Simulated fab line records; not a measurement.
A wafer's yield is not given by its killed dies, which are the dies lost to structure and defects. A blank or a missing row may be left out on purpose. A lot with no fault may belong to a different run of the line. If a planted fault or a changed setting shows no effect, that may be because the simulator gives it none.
fab line records	flow n5-finfet
record lots=8	wafers=24	last-day=18
route steps=1938 shown HKMG_FIN@448 BEOL_M4@1111 PASSIVATION@1936
lots with no fault: from the same line, run without faults
start-h: hours from the record's opening day to when the first of the lot's shown wafers began	wait-h: how many hours have passed since the lot's step before this one	" unchanged from the row above	L1.1+2: several wafers, shown together as one row	- value missing, or start not given	* or withheld: withheld	< > ~ a bound
route shown NAME@n: NAME is a module with steps in the file, n the number in the route of the first one	usual: mean and standard deviation over wafers with no fault	same: alike in all rows	chamber/n: place in a boat	sites: the reading at each site	_std_site: standard deviation across them	_edge_site: the outer-site mean with the inner-site mean subtracted	radius-mm: how far each site lies from the wafer's centre	mask NAME#n: copy n	behind: the most recent tool/chamber to have shaped the wafer	hold: reason for holding the lot/hours on hold/outcome of the hold	device: whichever transistor did not switch (one of n, p or np)	end of line: the same wafers' tests at the end of the route	for a step that has no rows: nothing shown but its recipe	killed: not the wafer's yield, but the dies lost to structure and defects at the first sort	map: a wafer's dies, marking killed ones x, the rest . and places with no die _
set.NAME: the run value of the setting; set.NAME@STEP: its run value at that earlier step	model.NAME: the simulator's own value behind a step, which no gauge read
route steps across a sampled set of lots; one table per step, one row per wafer
services: a tool's chamber out of use, with start hour (start-h, from the record's first day; less than 0 if before it), hours out, and reason
## steps
# step N5_HKMG_FIN_NWFM_ALD_20
# recipe material=TiAlC	target-thk-a=20	temp-c=300	ald-precursor-family=TiCl4	ald-co-reactant=TEA	pulse-time-s=3	purge-time-s=2	co-reactant-purge-time-s=2	co-reactant-pulse-time-s=10	ald-cycles=7	pressure-torr=3
# usual chamber-pressure-Torr=2.999/0.0062	heater-power-w=474/71	precursor-pulse-height-rel=1.003/0.02
# same ald-cycles=7	co-reactant-pulse-time-s=10
lot.wafer	tool	chamber	start-h	wait-h	chamber-pressure-Torr	heater-power-w	precursor-pulse-height-rel
L113.2	ald-metal-01	3	75.63	0.3	3.003	555	1.000
L113.3	"	1	"	"	2.997	370	1.013
L113.4	"	2	"	"	3.006	461	1.022
L125.2	ald-metal-01	3	150.18	0.3	3.002	523	1.000
L125.3	"	1	"	"	3.002	371	0.997
L125.6	"	0	"	"	2.993	370	1.018
L126.2	ald-metal-04	2	156.46	0.3	2.995	514	0.997
L126.3	"	3	"	"	3.011	474	0.967
L126.5	"	0	"	"	3.000	548	0.971
L130.1	ald-metal-01	3	178.56	0.3	3.002	553	0.985
L130.4	"	1	"	"	3.007	382	0.997
L130.5	"	0	"	"	2.991	357	0.981
L131.1	ald-metal-01	3	184.18	0.3	2.997	545	0.987
L131.2	"	2	"	"	2.995	462	0.978
L131.3	"	1	"	"	3.007	381	1.031
L133.1	ald-metal-01	3	196.78	0.3	3.014	545	1.013
L133.4	"	1	"	"	3.011	383	0.982
L133.5	"	3	"	"	3.004	553	1.004
L134.2	ald-metal-01	1	207.42	0.3	3.009	378	0.992
L134.4	"	0	"	"	3.000	365	0.953
L134.6	"	3	"	"	3.003	557	1.000
L136.2	ald-metal-01	0	220.55	0.3	2.997	367	0.976
L136.4	"	3	"	"	3.000	549	0.985
L136.5	"	3	"	"	2.994	547	0.990
# step N5_HKMG_FIN_ALD_71
# recipe material=TiN	target-thk-a=10	temp-c=400	ald-precursor-family=TiCl4	ald-co-reactant=NH3	pulse-time-s=1	purge-time-s=3	co-reactant-purge-time-s=2	co-reactant-pulse-time-s=2	ald-cycles=47	pressure-torr=3
# usual ald-cycles=47/0	chamber-pressure-Torr=3.000/0.0068	co-reactant-pulse-time-s=2/0	heater-power-w=844/130	precursor-pulse-height-rel=1.002/0.018
lot.wafer	tool	chamber	start-h	wait-h	ald-cycles	chamber-pressure-Torr	co-reactant-pulse-time-s	heater-power-w	precursor-pulse-height-rel
L113.2	ald-metal-01	3	75.73	0.0	47	2.996	2	987	0.986
L113.3	"	1	"	"	47	3.003	2	666	0.990
L113.4	"	2	"	"	47	2.995	2	822	1.002
L125.2	ald-metal-01	3	150.28	0.0	-	-	-	-	-
L125.3	"	1	"	"	-	-	-	-	-
L125.6	"	0	"	"	-	-	-	-	-
L126.2	ald-metal-04	2	156.56	0.0	-	-	-	-	-
L126.3	"	3	"	"	-	-	-	-	-
L126.5	"	0	"	"	-	-	-	-	-
L130.1	ald-metal-01	3	178.66	0.0	47	2.998	2	955	1.015
L130.4	"	1	"	"	47	3.000	2	675	1.020
L130.5	"	0	"	"	47	3.002	2	652	1.013
L131.1	ald-metal-01	3	184.28	0.0	47	3.003	2	948	1.017
L131.2	"	2	"	"	47	2.999	2	826	1.020
L131.3	"	1	"	"	47	3.006	2	680	1.001
L133.1	ald-metal-01	3	196.88	0.0	47	3.003	2	987	1.041
L133.4	"	1	"	"	47	2.998	2	675	0.996
L133.5	"	3	"	"	47	3.000	2	952	0.987
L134.2	ald-metal-01	1	207.52	0.0	47	2.993	2	674	0.997
L134.4	"	0	"	"	47	2.988	2	662	1.016
L134.6	"	3	"	"	47	3.012	2	970	0.992
L136.2	ald-metal-01	0	220.65	0.0	47	3.001	2	639	0.991
L136.4	"	3	"	"	47	3.004	2	993	1.030
L136.5	"	3	"	"	47	2.993	2	967	0.988
# step N5_HKMG_FIN_ETCHBACK_68
# recipe chemistry=Cl2/Ar	stop-on=HfO2	target-depth-a=5	pressure-mtorr=10	icp-w=600	bias-w=60	Cl2_flow_sccm=40	Ar_flow_sccm=60
# usual drypump-motor-current-A=5.8/0.47	oes-product-au=0.67/0.12	throttle-valve-pct=20.87/0.26
lot.wafer	tool	chamber	start-h	wait-h	drypump-motor-current-A	oes-product-au	rf-hours-counter-h	throttle-valve-pct
L113.2	rie-metal-03	1	76.29	0.0	6.1	0.60	129	21.25
L113.3	"	1	"	"	6.1	0.61	-	21.23
L113.4	"	0	"	"	5.5	0.62	-	20.71
L125.2	rie-metal-03	0	150.86	0.0	5.5	0.61	121	20.73
L125.3	"	0	"	"	5.5	0.61	-	20.72
L125.6	"	0	"	"	5.5	0.60	-	20.74
L126.2	rie-metal-03	0	157.16	0.0	5.5	0.61	121	20.73
L126.3	"	1	"	"	6.2	0.59	-	21.26
L126.5	"	1	"	"	6.2	0.59	-	21.26
L130.1	rie-metal-02	0	179.31	0.0	4.8	0.79	40	20.71
L130.4	"	0	"	"	4.8	0.79	-	20.69
L130.5	"	0	"	"	4.8	0.78	-	20.69
L131.1	rie-metal-03	0	184.84	0.0	5.5	0.61	125	20.75
L131.2	"	0	"	"	5.5	0.60	-	20.74
L131.3	"	0	"	"	5.5	0.60	-	20.75
L133.1	rie-metal-03	1	197.44	0.0	6.2	0.99	0	20.88
L133.4	"	1	"	"	6.2	0.98	-	20.88
L133.5	"	1	"	"	6.2	0.99	-	20.88
L134.2	rie-metal-03	1	208.08	0.0	6.1	0.98	1	20.88
L134.4	"	1	"	"	6.1	0.98	-	20.86
L134.6	"	1	"	"	6.1	0.97	-	20.89
L136.2	rie-metal-01	1	221.21	0.0	5.2	0.79	37	20.53
L136.4	"	0	"	"	6.5	0.63	-	20.80
L136.5	"	0	"	"	6.5	0.63	-	20.80
# step N5_HKMG_FIN_STRIP_69
# recipe chemistry=N2/H2	power-w=2500	temp-c=300	h2-frac=0.65	time-s=360	pressure-mtorr=withheld	n2-flow-sccm=1750	h2-flow-sccm=3250
# usual drypump-motor-current-A=5.8/0.62	heater-power-w=479/38
lot.wafer	tool	chamber	start-h	wait-h	drypump-motor-current-A	heater-power-w	rf-hours-counter-h
L113.2	plasma-asher-01	1	76.43	0.1	6.6	461	91
L113.3	"	0	"	"	6.1	450	-
L113.4	"	1	"	"	6.6	448	-
L125.2	plasma-asher-02	1	151.00	0.1	4.9	550	49
L125.3	"	1	"	"	4.9	536	-
L125.6	"	1	"	"	4.9	553	-
L126.2	plasma-asher-02	1	157.33	0.1	4.9	539	52
L126.3	"	1	"	"	4.9	526	-
L126.5	"	0	"	"	5.7	451	-
L130.1	plasma-asher-02	0	179.45	0.1	5.7	455	58
L130.4	"	0	"	"	5.7	446	-
L130.5	"	0	"	"	5.7	453	-
L131.1	plasma-asher-01	0	185.10	0.2	6.1	453	109
L131.2	"	1	"	"	6.7	471	109
L131.3	"	0	"	"	6.1	450	-
L133.1	plasma-asher-01	1	197.58	0.1	6.6	454	114
L133.4	"	0	"	"	6.1	449	-
L133.5	"	1	"	"	6.6	474	-
L134.2	plasma-asher-01	0	208.22	0.1	6.1	451	117
L134.4	"	1	"	"	6.6	464	-
L134.6	"	0	"	"	6.1	446	-
L136.2	plasma-asher-02	0	221.35	0.1	5.8	465	60
L136.4	"	0	"	"	5.7	450	-
L136.5	"	1	"	"	4.9	531	-
# step N5_BEOL_M4_RC_MEAS_101
# usual DIBL_N=36.4/1.4	DIBL_P=36.3/1.8	IOFF_N=0.163/0.024	IOFF_N_85C=3.2/0.4	IOFF_N_LIN=0.075/0.0093	IOFF_N_LONG=5.66e-05/2.1e-06	IOFF_P=0.21/0.034	IOFF_P_85C=3.7/0.49	IOFF_P_LIN=0.102/0.013	IOFF_P_LONG=0.000109/8.8e-06	ION_N=673/11	ION_P=461/7.4	SS_N=71.6/0.52	SS_P=73.3/0.58	VT_N=249.4/2.5	VT_N_LONG=274.6/2.1	VT_N_LVT=98.3/2.7	VT_P=-250/3.5	VT_P_LONG=-274.6/2.7	VT_P_LVT=-98.3/2.7
lot.wafer	tool	chamber	start-h	wait-h	DIBL_N[mV/V]	DIBL_P[mV/V]	IOFF_N[nA/um]	IOFF_N_85C[nA/um]	IOFF_N_LIN[nA/um]	IOFF_N_LONG[nA/um]	IOFF_P[nA/um]	IOFF_P_85C[nA/um]	IOFF_P_LIN[nA/um]	IOFF_P_LONG[nA/um]	ION_N[uA/um]	ION_P[uA/um]	SS_N[mV/dec]	SS_P[mV/dec]	VT_N[mV]	VT_N_LONG[mV]	VT_N_LVT[mV]	VT_P[mV]	VT_P_LONG[mV]	VT_P_LVT[mV]
L113.2	prober-02	0	168.13	0.2	36.6	36.5	0.169	3.3	0.080	5.67e-05	0.20	3.5	0.092	9.8e-05	686	462	70.9	72.7	248.1	273.7	96.5	-253	-273.7	-100.8
L113.3	"	0	"	"	35.5	34.1	0.153	3.0	0.073	5.6e-05	0.18	3.2	0.087	9.7e-05	669	451	70.7	72.3	248.6	276.7	97.7	-252	-274.4	-102.2
L113.4	"	0	"	"	36.9	37.0	0.187	3.5	0.087	5.62e-05	0.21	3.7	0.097	9.9e-05	699	465	71.5	73.4	246.2	275.5	94.9	-252	-276.0	-100.8
L125.2	prober-01	0	239.74	0.2	35.9	36.1	0.030	0.8	0.014	2.69e-05	0.34	5.5	0.168	0.000171	570	485	71.0	73.2	295.4	318.5	146.3	-238	-257.8	-85.8
L125.3	"	0	"	"	38.3	39.3	0.041	1.0	0.018	2.66e-05	0.44	6.8	0.199	0.000173	590	490	71.9	74.8	293.7	323.3	142.3	-233	-256.9	-81.4
L125.6	"	0	"	"	35.1	35.2	0.027	0.7	0.013	2.65e-05	0.32	5.2	0.158	0.000176	564	477	71.2	73.3	297.4	319.0	147.1	-238	-261.1	-85.8
L126.2	prober-01	0	255.33	0.2	35.8	37.2	0.029	0.8	0.014	2.66e-05	0.37	5.8	0.181	0.000191	579	494	70.9	72.8	295.6	320.5	144.7	-233	-253.1	-82.1
L126.3	"	0	"	"	35.5	36.3	0.027	0.7	0.013	2.61e-05	0.34	5.4	0.167	0.000187	576	485	71.5	72.7	296.7	320.9	146.0	-235	-255.3	-83.8
L126.5	"	0	"	"	37.7	37.8	0.034	0.9	0.015	2.65e-05	0.42	6.4	0.197	0.000184	572	488	71.4	73.5	293.1	326.2	142.7	-231	-255.6	-80.1
L131.1	prober-01	0	262.24	0.0	35.6	34.6	0.142	2.8	0.068	5.54e-05	0.17	3.1	0.083	9.3e-05	658	449	71.2	72.6	251.1	275.9	100.6	-254	-279.9	-102.8
L131.2	"	0	"	"	35.3	34.4	0.139	2.8	0.068	5.6e-05	0.17	3.0	0.084	9.4e-05	671	454	71.2	72.4	253.0	276.2	100.0	-258	-280.7	-103.2
L131.3	"	0	"	"	37.2	37.2	0.175	3.4	0.083	5.62e-05	0.21	3.6	0.096	9.5e-05	675	463	71.5	73.6	246.6	275.9	94.7	-252	-276.9	-100.4
L130.1	prober-01	0	266.60	0.0	36.4	37.2	0.175	3.4	0.081	5.67e-05	0.22	3.9	0.104	0.000103	676	461	71.5	73.4	248.3	271.8	96.6	-248	-276.8	-97.4
L130.4	"	0	"	"	34.9	35.6	0.147	3.0	0.073	5.7e-05	0.19	3.4	0.092	0.000104	683	465	70.5	72.6	248.1	276.4	96.8	-251	-276.5	-99.4
L130.5	"	0	"	"	35.2	36.2	0.153	3.0	0.074	5.71e-05	0.19	3.5	0.094	0.000104	682	468	70.8	72.1	249.0	273.9	97.5	-251	-274.3	-98.5
L133.1	prober-01	0	286.41	0.0	39.8	39.1	0.201	3.8	0.084	5.39e-05	0.26	4.4	0.121	0.000111	667	458	71.8	74.0	250.8	275.5	99.3	-245	-270.4	-98.3
L133.4	"	0	"	"	38.6	37.8	0.186	3.5	0.083	5.47e-05	0.25	4.2	0.118	0.000116	684	467	71.5	73.6	249.1	274.0	100.3	-245	-272.9	-97.8
L133.5	"	0	"	"	38.2	37.4	0.171	3.3	0.077	5.34e-05	0.23	4.0	0.111	0.000113	666	463	71.7	73.3	248.9	276.9	101.1	-247	-271.3	-98.1
L134.2	prober-02	0	303.23	0.2	35.1	34.8	0.137	2.7	0.066	5.98e-05	0.19	3.4	0.093	0.000112	665	460	70.9	73.0	250.8	271.1	99.8	-250	-272.5	-99.7
L134.4	"	0	"	"	36.0	35.2	0.146	2.9	0.068	5.98e-05	0.20	3.4	0.095	0.00011	666	455	71.1	72.9	251.1	270.1	100.3	-250	-273.5	-100.1
L134.6	"	0	"	"	35.1	35.0	0.142	2.8	0.066	5.98e-05	0.20	3.4	0.096	0.000113	662	456	70.9	72.6	248.0	272.4	99.1	-248	-274.2	-98.6
L136.2	prober-01	0	306.09	0.2	37.4	35.5	0.158	3.1	0.075	5.94e-05	0.23	4.1	0.113	0.000115	674	466	71.0	73.2	249.3	276.0	98.9	-247	-270.7	-95.2
L136.4	"	0	"	"	40.3	38.7	0.217	4.0	0.095	5.89e-05	0.30	5.0	0.136	0.000116	691	465	72.4	73.9	245.3	272.2	94.3	-242	-272.9	-92.6
L136.5	"	0	"	"	36.6	33.9	0.146	2.9	0.067	5.83e-05	0.22	3.8	0.107	0.000114	656	458	71.6	72.1	254.2	275.9	101.8	-247	-273.2	-96.7
# step N5_PASSIVATION_PROBE_49
# usual defect-limited-yield=91.4/1.6	killed_at_M0_to_M3=34/12	killed_at_M4_up=13/5.2	killed-at-contacts=11/5.5	killed-at-front-end=40/13	killed-at-other=3.4/2.7	killed-dies=102/19	killed-open=66/15	killed-short=33/7.9	sort_bin_4_leakage=0/0	sort_bin_5_function=5.1/1.1	sort_bin_6_memory=3.2/0.7	sort_bin_8_speed=0/0	sort-n-pass=1078/19	sort-yield-pct=91.4/1.6
# same gross-dies=1180	killed-at-back-side=0
lot.wafer	tool	chamber	start-h	wait-h	defect-limited-yield[%]	killed_at_M0_to_M3	killed_at_M4_up	killed-at-contacts	killed-at-front-end	killed-at-other	killed-dies	killed-open	killed-short	sort_bin_4_leakage[%]	sort_bin_5_function[%]	sort_bin_6_memory[%]	sort_bin_8_speed[%]	sort-n-pass	sort-yield-pct[%]
L113.2	prober-01	-	267.58	0.1	91.9	37	16	3	38	2	96	73	21	0	5.0	3.0	0	1084	91.9
L113.3	prober-01	-	267.63	0.2	93.0	20	18	11	34	0	83	54	23	0	4.2	2.3	0	1097	93.0
L113.4	prober-01	-	267.68	0.2	90.8	37	17	11	34	9	108	69	34	0	5.1	3.7	0	1072	90.8
L125.2	prober-01	-	357.12	0.1	90.5	16	16	7	64	9	112	78	32	0	5.3	3.8	90.51	0	0
L125.3	prober-01	-	357.17	0.1	89.7	33	15	5	66	3	122	84	37	0.85	5.7	4.5	88.81	0	0
L125.6	prober-01	-	357.32	0.3	91.1	14	16	2	69	4	105	71	32	0	5.4	3.2	91.10	0	0
L126.2	prober-01	-	370.00	0.2	91.3	39	8	6	47	3	103	66	37	0	5.0	3.3	91.27	0	0
L126.3	prober-01	-	370.05	0.3	92.8	40	14	8	18	5	85	57	27	0	4.2	2.8	92.80	0	0
L126.5	prober-01	-	370.15	0.4	91.6	31	13	9	44	2	99	57	42	0.17	4.6	3.4	91.44	0	0
L130.1	prober-01	-	370.65	0.0	90.8	33	18	7	49	1	108	72	36	0	6.0	2.9	0	1072	90.8
L130.4	prober-01	-	370.80	0.2	90.8	38	9	22	38	1	108	55	53	0	5.6	3.2	0	1072	90.8
L130.5	prober-01	-	370.85	0.2	90.3	28	11	14	57	4	114	77	35	0	6.3	3.1	0	1066	90.3
L131.1	prober-02	-	382.08	0.0	93.5	15	8	12	40	2	77	46	28	0	3.6	2.8	0	1103	93.5
L131.2	prober-02	-	382.13	0.1	91.9	25	16	18	34	3	96	63	33	0	5.2	2.5	0	1084	91.9
L131.3	prober-02	-	382.18	0.1	92.8	32	15	7	30	1	85	51	34	0	5.0	1.8	0	1095	92.8
L133.1	prober-01	-	400.61	0.0	90.0	31	14	12	61	0	118	81	37	0	5.2	4.5	0	1062	90.0
L133.4	prober-01	-	400.76	0.2	90.4	48	9	8	45	3	113	75	38	0	5.9	3.3	0	1067	90.4
L133.5	prober-01	-	400.81	0.2	91.6	43	16	12	26	2	99	66	30	0	4.8	3.3	0	1081	91.6
L134.2	prober-01	-	422.27	0.1	91.7	35	14	5	44	0	98	67	27	0	5.6	2.5	0	1082	91.7
L134.4	prober-01	-	422.37	0.2	90.9	31	10	11	52	3	107	59	44	0	5.8	2.7	0	1073	90.9
L134.6	prober-01	-	422.47	0.3	91.2	37	16	5	46	0	104	73	29	0	5.7	3.0	0	1076	91.2
L136.2	prober-01	-	431.13	0.1	92.6	36	14	5	26	6	87	54	31	0	3.9	3.1	0	1093	92.6
L136.4	prober-01	-	431.23	0.2	91.3	38	18	11	34	2	103	59	36	0	5.1	2.4	0	1077	91.3
L136.5	prober-01	-	431.28	0.2	91.8	28	16	22	23	8	97	60	34	0	5.5	2.1	0	1083	91.8
# killed by level:class
L113.2 STI_FIN_REVEAL:geometric-particle:open=14 BEOL_M4:geometric-particle:open=11 BEOL_M3:geometric-particle:open=9 BEOL_M0_SAQP:geometric-particle:short=7 FIN_SAQP:geometric-particle:open=6 BEOL_M1:geometric-particle:open=6 BEOL_M2:geometric-particle:open=6 FIN_SAQP:geometric-particle:short=5
L113.3 MOL_CONTACT_COAG:geometric-particle:open=10 BEOL_M4:geometric-particle:open=8 DUMMY_GATE:geometric-particle:open=6 FIN_SAQP:geometric-particle:open=5 FIN_SAQP:geometric-particle:short=5 BEOL_M0_SAQP:geometric-particle:open=5 STARTING-WAFER:geometric-particle:short=4 HKMG_FIN:area-etch=4
L113.4 BEOL_M0_SAQP:geometric-particle:open=10 MOL_CONTACT_COAG:geometric-particle:open=9 BEOL_M0:geometric-particle:open=8 BEOL_M0_SAQP:geometric-particle:short=6 GATE_CUT:geometric-particle:short=5 BEOL_M2:geometric-particle:open=5 MIM_TOP:geometric-particle:open=5 FIN_SAQP:geometric-particle:short=4
L125.2 STI_FIN_REVEAL:geometric-particle:open=13 FIN_SAQP:geometric-particle:open=8 FIN_SAQP:geometric-particle:short=7 BEOL_M1:geometric-particle:open=7 STI_FIN_REVEAL:geometric-particle:short=6 DUMMY_GATE:geometric-particle:open=6 MOL_CONTACT_COAG:geometric-particle:open=6 SPACER0:geometric-particle:open=4
L125.3 FIN_SAQP:geometric-particle:open=19 FIN_SAQP:geometric-particle:short=13 STI_FIN_REVEAL:geometric-particle:open=13 BEOL_M0_SAQP:geometric-particle:short=7 BEOL_M0_SAQP:geometric-particle:open=6 BEOL_M0:geometric-particle:open=6 BEOL_M4:geometric-particle:open=5 STARTING-WAFER:geometric-particle:open=5
L125.6 STI_FIN_REVEAL:geometric-particle:open=26 FIN_SAQP:geometric-particle:open=12 FIN_SAQP:geometric-particle:short=6 STI_FIN_REVEAL:geometric-particle:short=4 SPACER0:geometric-particle:short=4 BEOL_M4:geometric-particle:open=4 STARTING-WAFER:geometric-particle:open=4 BEOL_M1:geometric-particle:short=3
L126.2 STI_FIN_REVEAL:geometric-particle:open=11 BEOL_M1:geometric-particle:open=10 FIN_SAQP:geometric-particle:short=8 BEOL_M0_SAQP:geometric-particle:open=7 FIN_SAQP:geometric-particle:open=6 BEOL_M1:geometric-particle:short=5 BEOL_M3:geometric-particle:short=5 BEOL_M4:geometric-particle:open=5
L126.3 BEOL_M1:geometric-particle:open=16 BEOL_M0_SAQP:geometric-particle:short=7 MOL_CONTACT_COAG:geometric-particle:open=7 BEOL_M4:geometric-particle:open=7 BEOL_M1:geometric-particle:short=6 FIN_SAQP:geometric-particle:open=5 FIN_SAQP:geometric-particle:short=5 BEOL_M3:geometric-particle:open=4
L126.5 FIN_SAQP:geometric-particle:open=11 BEOL_M0_SAQP:geometric-particle:short=8 FIN_SAQP:geometric-particle:short=7 MOL_CONTACT_COAG:geometric-particle:open=7 BEOL_M1:geometric-particle:open=6 STARTING-WAFER:geometric-particle:short=5 ILD0:geometric-particle:short=4 DUMMY_GATE:geometric-particle:short=4
L130.1 FIN_SAQP:geometric-particle:open=15 FIN_SAQP:geometric-particle:short=8 BEOL_M4:geometric-particle:open=8 STI_FIN_REVEAL:geometric-particle:open=7 MOL_CONTACT_COAG:geometric-particle:open=7 BEOL_M0_SAQP:geometric-particle:open=7 BEOL_M2:geometric-particle:open=6 STI_FIN_REVEAL:geometric-particle:short=5
L130.4 MOL_CONTACT_COAG:geometric-particle:open=16 FIN_SAQP:geometric-particle:short=14 BEOL_M0_SAQP:geometric-particle:short=13 STI_FIN_REVEAL:geometric-particle:open=7 BEOL_M0_SAQP:geometric-particle:open=7 MOL_CONTACT_COAG:geometric-particle:short=6 BEOL_M4:geometric-particle:open=6 GATE_CUT:geometric-particle:short=5
L130.5 FIN_SAQP:geometric-particle:open=17 STI_FIN_REVEAL:geometric-particle:open=15 MOL_CONTACT_COAG:geometric-particle:open=11 FIN_SAQP:geometric-particle:short=10 BEOL_M2:geometric-particle:open=8 BEOL_M0_SAQP:geometric-particle:short=7 BEOL_M0_SAQP:geometric-particle:open=6 BEOL_M4:geometric-particle:open=5
L131.1 STI_FIN_REVEAL:geometric-particle:open=16 MOL_CONTACT_COAG:geometric-particle:open=11 FIN_SAQP:geometric-particle:short=9 STI_FIN_REVEAL:geometric-particle:short=5 BEOL_M2:geometric-particle:open=4 FIN_SAQP:geometric-particle:open=3 BEOL_M0_SAQP:geometric-particle:short=3 BEOL_M1:coat-microbubble-printed=3
L131.2 MOL_CONTACT_COAG:geometric-particle:open=13 FIN_SAQP:geometric-particle:open=7 FIN_SAQP:geometric-particle:short=7 BEOL_M0_SAQP:geometric-particle:open=7 BEOL_M0_SAQP:geometric-particle:short=6 STI_FIN_REVEAL:geometric-particle:open=5 GATE_CUT:geometric-particle:short=5 MOL_CONTACT_COAG:geometric-particle:short=5
L131.3 BEOL_M3:geometric-particle:open=10 FIN_SAQP:geometric-particle:short=8 STI_FIN_REVEAL:geometric-particle:open=7 MOL_CONTACT_COAG:geometric-particle:open=7 BEOL_M5:geometric-particle:open=6 BEOL_M3:geometric-particle:short=6 FIN_SAQP:geometric-particle:open=4 DUMMY_GATE:geometric-particle:open=4
L133.1 FIN_SAQP:geometric-particle:open=17 FIN_SAQP:geometric-particle:short=10 BEOL_M1:geometric-particle:open=10 STI_FIN_REVEAL:geometric-particle:open=9 MOL_CONTACT_COAG:geometric-particle:open=7 STI_FIN_REVEAL:geometric-particle:short=6 DUMMY_GATE:geometric-particle:open=6 BEOL_M2:geometric-particle:open=6
L133.4 FIN_SAQP:geometric-particle:open=13 BEOL_M2:geometric-particle:open=9 BEOL_M3:geometric-particle:open=9 FIN_SAQP:geometric-particle:short=8 MOL_CONTACT_COAG:geometric-particle:open=8 BEOL_M1:geometric-particle:open=8 GATE_CUT:geometric-particle:short=7 BEOL_M0_SAQP:geometric-particle:short=6
L133.5 BEOL_M1:geometric-particle:open=15 MOL_CONTACT_COAG:geometric-particle:open=11 BEOL_M2:geometric-particle:open=10 STI_FIN_REVEAL:geometric-particle:open=6 FIN_SAQP:geometric-particle:short=5 BEOL_M0_SAQP:geometric-particle:short=4 BEOL_M2:geometric-particle:short=4 STI_FIN_REVEAL:geometric-particle:short=3
L134.2 STI_FIN_REVEAL:geometric-particle:open=14 BEOL_M0_SAQP:geometric-particle:short=10 BEOL_M0_SAQP:geometric-particle:open=9 BEOL_M1:geometric-particle:open=9 BEOL_M4:geometric-particle:open=6 MOL_CONTACT_COAG:geometric-particle:open=5 FIN_SAQP:geometric-particle:open=4 FIN_SAQP:geometric-particle:short=3
L134.4 BEOL_M0_SAQP:geometric-particle:short=14 STI_FIN_REVEAL:geometric-particle:open=11 MOL_CONTACT_COAG:geometric-particle:open=10 FIN_SAQP:geometric-particle:short=7 FIN_SAQP:geometric-particle:open=6 GATE_CUT:geometric-particle:open=6 BEOL_M0_SAQP:geometric-particle:open=6 GATE_CUT:geometric-particle:short=5
L134.6 FIN_SAQP:geometric-particle:open=13 STI_FIN_REVEAL:geometric-particle:open=11 BEOL_M0_SAQP:geometric-particle:short=9 BEOL_M2:geometric-particle:open=7 BEOL_M0_SAQP:geometric-particle:open=7 BEOL_M6:geometric-particle:open=6 BEOL_M1:geometric-particle:open=6 DUMMY_GATE:geometric-particle:open=5
L136.2 BEOL_M3:geometric-particle:open=11 BEOL_M0_SAQP:geometric-particle:short=8 FIN_SAQP:geometric-particle:short=6 BEOL_M0_SAQP:geometric-particle:open=6 STI_FIN_REVEAL:geometric-particle:open=5 BEOL_M1:geometric-particle:open=5 BEOL_M4:geometric-particle:open=5 FIN_SAQP:geometric-particle:open=4
L136.4 BEOL_M0_SAQP:geometric-particle:short=15 MOL_CONTACT_COAG:geometric-particle:open=10 BEOL_M0_SAQP:geometric-particle:open=10 HKMG_FIN:area-etch=7 BEOL_M4:geometric-particle:open=6 FIN_SAQP:geometric-particle:short=5 BEOL_M3:geometric-particle:open=5 ILD0:geometric-particle:short=4
L136.5 MOL_CONTACT_COAG:geometric-particle:open=13 BEOL_M4:geometric-particle:open=12 BEOL_M0_SAQP:geometric-particle:short=11 MOL_CONTACT_COAG:geometric-particle:short=9 BEOL_M0_SAQP:geometric-particle:open=6 BEOL_M3:geometric-particle:open=5 GATE_CUT:geometric-particle:open=4 STARTING-WAFER:geometric-particle:short=3
## services
tool	chamber	start-h	hours	kind
plasma-asher-01	-	59.79	2.6	repair
rie-metal-02	-	88.55	24.5	repair
ald-metal-04	-	95.82	0.9	repair
rie-metal-01	1	105.88	5.3	repair
plasma-asher-02	-	106.61	13.5	repair
rie-metal-02	1	113.06	-	clean
rie-metal-02	1	113.06	18.7	scheduled-down
rie-metal-02	1	113.06	18.7	vent-cycle
rie-metal-03	0	123.14	25.4	repair
ald-metal-04	-	125.40	1.4	repair
plasma-asher-01	-	135.25	28.1	pm
rie-metal-01	1	162.67	5.4	repair
ald-metal-04	-	164.62	28.1	pm
rie-metal-03	1	172.00	-	clean
rie-metal-03	1	172.00	22.1	scheduled-down
rie-metal-03	1	172.00	22.1	vent-cycle
ald-metal-01	-	181.28	2.8	pm
plasma-asher-02	-	184.37	34.4	repair
rie-metal-02	-	205.59	28.1	pm
rie-metal-03	0	219.62	-	clean
rie-metal-03	0	219.62	13.4	scheduled-down
rie-metal-03	0	219.62	13.4	vent-cycle
## key
first-sign step=N5_HKMG_FIN_ALD_71	reading=tool-record	direction=missing
effect step=N5_BEOL_M4_RC_MEAS_101	reading=VT_N_LONG	direction=up	sigmas=22	usual=274.6	struck=321.4
effect step=N5_BEOL_M4_RC_MEAS_101	reading=VT_N	direction=up	sigmas=18	usual=249.4	struck=295.3
effect step=N5_BEOL_M4_RC_MEAS_101	reading=VT_N_LVT	direction=up	sigmas=17	usual=98.3	struck=144.8
effect step=N5_BEOL_M4_RC_MEAS_101	reading=IOFF_N_LONG	direction=down	sigmas=14	usual=5.66e-05	struck=2.65e-05
effect step=N5_BEOL_M4_RC_MEAS_101	reading=ION_N	direction=down	sigmas=8.7	usual=673	struck=575
effect step=N5_BEOL_M4_RC_MEAS_101	reading=IOFF_P_LONG	direction=up	sigmas=8.1	usual=0.000109	struck=0.00018
effect step=N5_BEOL_M4_RC_MEAS_101	reading=VT_P_LONG	direction=up	sigmas=6.7	usual=-274.6	struck=-256.6
effect step=N5_BEOL_M4_RC_MEAS_101	reading=IOFF_N_LIN	direction=down	sigmas=6.5	usual=0.075	struck=0.014
effect step=N5_BEOL_M4_RC_MEAS_101	reading=IOFF_N_85C	direction=down	sigmas=6	usual=3.2	struck=0.8
effect step=N5_BEOL_M4_RC_MEAS_101	reading=IOFF_P_LIN	direction=up	sigmas=5.8	usual=0.102	struck=0.178
effect step=N5_BEOL_M4_RC_MEAS_101	reading=VT_P_LVT	direction=up	sigmas=5.6	usual=-98.3	struck=-83.2
effect step=N5_BEOL_M4_RC_MEAS_101	reading=IOFF_N	direction=down	sigmas=5.4	usual=0.163	struck=0.031
effect step=N5_PASSIVATION_PROBE_49	reading=sort_bin_8_speed	direction=up	sigmas=99+	usual=0	struck=90.99
met-at N5_HKMG_FIN_ALD_71
struck-lots L125,L126
not-acting-at N5_HKMG_FIN_NWFM_ALD_20,N5_HKMG_FIN_ETCHBACK_68,N5_HKMG_FIN_STRIP_69
onset-between 75.73 150.28
fault kind=skipped-step-whole	tool=ald-metal-01,ald-metal-04	chamber=-	onset-h=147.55	steps=N5_HKMG_FIN_ALD_71	scope=struck-lots-only
